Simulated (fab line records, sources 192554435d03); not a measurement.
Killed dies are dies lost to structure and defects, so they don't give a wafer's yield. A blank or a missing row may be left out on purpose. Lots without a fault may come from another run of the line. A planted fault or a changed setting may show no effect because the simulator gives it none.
A struck lot beside a sound one | flow n5_finfet | 20 steps out of a route of 1938
Sound: wafers L176.1, L176.3, L176.4. Struck: wafer L185.1. (L185.2, L185.4 of the same lot were not struck and are left out.) The cause comes at the end.
At each step with rows: each side's tool, then ch and its chambers, then its first start. Under that, the readings that differ: sound wafers | struck wafers | difference of the means | sigmas: that difference in standard deviations of wafers without a fault.
alike: readings whose means differ by less than 2 such deviations, and words and numbers that are the same on both sides. not compared: withheld readings, readings that some wafer has no value for, bounds like >300 that may hide the same value, and numbers for which the record gives no deviation and whose values overlap.
The two part at a step that has a row with sigmas, a row that says differs or no value, or rows on one side only. Numbers that don't overlap but have no deviation are shown without sigmas and don't part them. A reading that every wafer of one side lacks parts them only if that side has two wafers or more.

N5_FIN_SAQP_ETCH_67: etches SiNx in CH3F/O2, target depth 30 nm.
  sound on rie_diel-02 ch 0,1,3, day 2 12:59; struck on rie_diel-05 ch 2, day 4 18:37
  reading                     | sound             | struck | difference | sigmas
  drypump_motor_current_A (A) | 5.8 5.7 5.3       | 6.6    | +1.0       | +2
  throttle_valve_pct (%)      | 16.25 16.32 16.08 | 16.71  | +0.49      | +3
  alike: mfc_ar_sccm, oes_ar_750_au, oes_f_703_au, oes_o_777_au, oes_product_au, rf_fwd_power_W, rf_vpp_V, showerhead_plenum_p_Torr
  not compared: rf_hours_counter_h
then, 2 steps without rows for these wafers: N5_FIN_SAQP_STRIP_70 (strips in N2/H2); N5_FIN_SAQP_RECESS_71 (chemistry HF/NH3, target SiO2, target depth 3 nm, afs cycles 1, sublimation time 60 s).
N5_FIN_SAQP_SPACER2_ALD_28: deposits SiO2, target thk 8.1 nm, pulse time 1 s, purge time 2 s.
  sound on ald_sin-04 ch 0,1,2, day 2 13:14; struck on ald_sin-04 ch 1, day 4 19:01
  alike: heater_power_w, precursor_pulse_height_rel, susceptor_temp_C
then, 1 step without rows for these wafers: N5_FIN_SAQP_SPACER2_ETCHBACK_29 (etches SiO2 in CHF3/O2, target depth 12.2 nm, time 6.1 s).
N5_FIN_SAQP_MANDREL2_REMOVE_60: chemistry HBr/Cl2/O2, target a-Si, stops on SiNx, bt time 10 s.
  sound on rie_si-01 ch 0,2,3, day 2 13:39; struck on rie_si-06 ch 3, day 4 19:25
  alike: drypump_motor_current_A, oes_product_au, throttle_valve_pct
  not compared: rf_hours_counter_h
N5_FIN_SAQP_CD_MEAS_31: target cd 8 nm.
  sound on cd_sem-01 ch 0, day 2 13:46; struck on cd_sem-02 ch 0, day 4 19:32
  alike: cd_nm
then, 1 step without rows for these wafers: N5_FIN_SAQP_HM_OPEN_33 (chemistry CH3F/O2, target SiNx, target depth 49.4 nm, time 70.6 s).
N5_FIN_SAQP_ETCH_34: etches SiO2 in C4F6/O2, target depth 45 nm, time 15 s.
  sound on rie_diel-05 ch 0,2, day 2 14:00; struck on rie_diel-05 ch 2, day 4 19:39
  alike: drypump_motor_current_A, etch_rf_on_time_s, mfc_ar_sccm, oes_ar_750_au, oes_f_703_au, oes_o_777_au, oes_product_au, rf_fwd_power_W, rf_vpp_V, showerhead_plenum_p_Torr, throttle_valve_pct
  not compared: rf_hours_counter_h
then, 1 step without rows for these wafers: N5_FIN_SAQP_STRIP_77 (strips in N2/H2, time 90 s).
N5_FIN_SAQP_HM_CD_35: target cd 8 nm.
  sound on cd_sem-03, day 2 14:08; struck on cd_sem-03, day 4 19:48
  alike: cd_nm
N5_FIN_SAQP_ETCH_64: etches SiO2 in CF4, target depth 1.5 nm.
  sound on rie_si-04 ch 0,2,3, day 2 14:11; struck on rie_si-04 ch 3, day 4 19:51
  alike: drypump_motor_current_A, oes_product_au, rf_fwd_power_W, throttle_valve_pct
  not compared: rf_hours_counter_h
N5_FIN_SAQP_FIN_ETCH_36: etches the open film in HBr/Cl2/O2, target depth 120 nm, time 50.4 s.
  sound on rie_si-04 ch 0,2,3, day 2 14:13; struck on rie_si-04 ch 3, day 4 19:52
  reading                              | sound             | struck | difference | sigmas
  oes_o_777_au (a.u.)                  | 0.97 0.97 1.01    | 0.52   | -0.46      | -9
  oes_product_au (a.u.)                | 0.984 1.020 1.018 | 0.885  | -0.122     | -5
  rf_fwd_power_W (W)                   | 793.0 793.6 794.9 | 603.3  | -190.5     | -76
  model.FIN_SAQP.feature_depth_nm (nm) | 121.6 121.8 119.8 | 103.2  | -17.9      |
  model.etch.depth_nm (nm)             | 121.7 121.8 119.8 | 103.2  | -17.9      |
  alike: drypump_motor_current_A, throttle_valve_pct
  not compared: rf_hours_counter_h
N5_FIN_SAQP_CD_MEAS_37: target cd 8 nm.
  sound on cd_sem-02, day 2 14:20; struck on cd_sem-03, day 4 19:59
  alike: cd_nm
then, 3 steps without rows for these wafers: N5_FIN_SAQP_PRECLEAN_38 (cleans in O3/DIW, time 45 s); N5_FIN_SAQP_PRECLEAN_45 (cleans in dHF, time 10 s); N5_FIN_SAQP_SRD_39 (time 30 s).
N5_FIN_SAQP_OCD_MEAS_76:
  sound on ocd-01, day 2 14:26; struck on ocd-02, day 4 20:05
  reading              | sound             | struck | difference | sigmas
  trench_depth_nm (nm) | 121.9 121.8 119.5 | 103.2  | -17.9      | -9
N5_FIN_SAQP_INSPECT_40: inspects for defects (brightfield).
  sound on defect_inspect-01, day 2 14:28; struck on defect_inspect-01, day 4 20:07
  alike: raw_defect_count
-- the record jumps here: 6 days lie between the struck wafers' starts before and after (it left off in module FIN_SAQP and takes up again in module BEOL_M4, whose first step shown is number 1111 of the route) --
N5_BEOL_M4_RC_MEAS_101:
  sound on prober-01 ch 0, day 8 02:11; struck on prober-01 ch 0, day 10 11:28
  reading   | sound             | struck | difference | sigmas
  VT_N (mV) | 255.4 254.6 250.0 | 246.1  | -7.2       | -2
  alike: DIBL_N, DIBL_P, IOFF_N, IOFF_P, ION_N, ION_P, SS_N, SS_P, VT_P

WHERE THEY PART
First at N5_FIN_SAQP_ETCH_67; last, within this record, at N5_BEOL_M4_RC_MEAS_101.

WHY: what the simulator had put in
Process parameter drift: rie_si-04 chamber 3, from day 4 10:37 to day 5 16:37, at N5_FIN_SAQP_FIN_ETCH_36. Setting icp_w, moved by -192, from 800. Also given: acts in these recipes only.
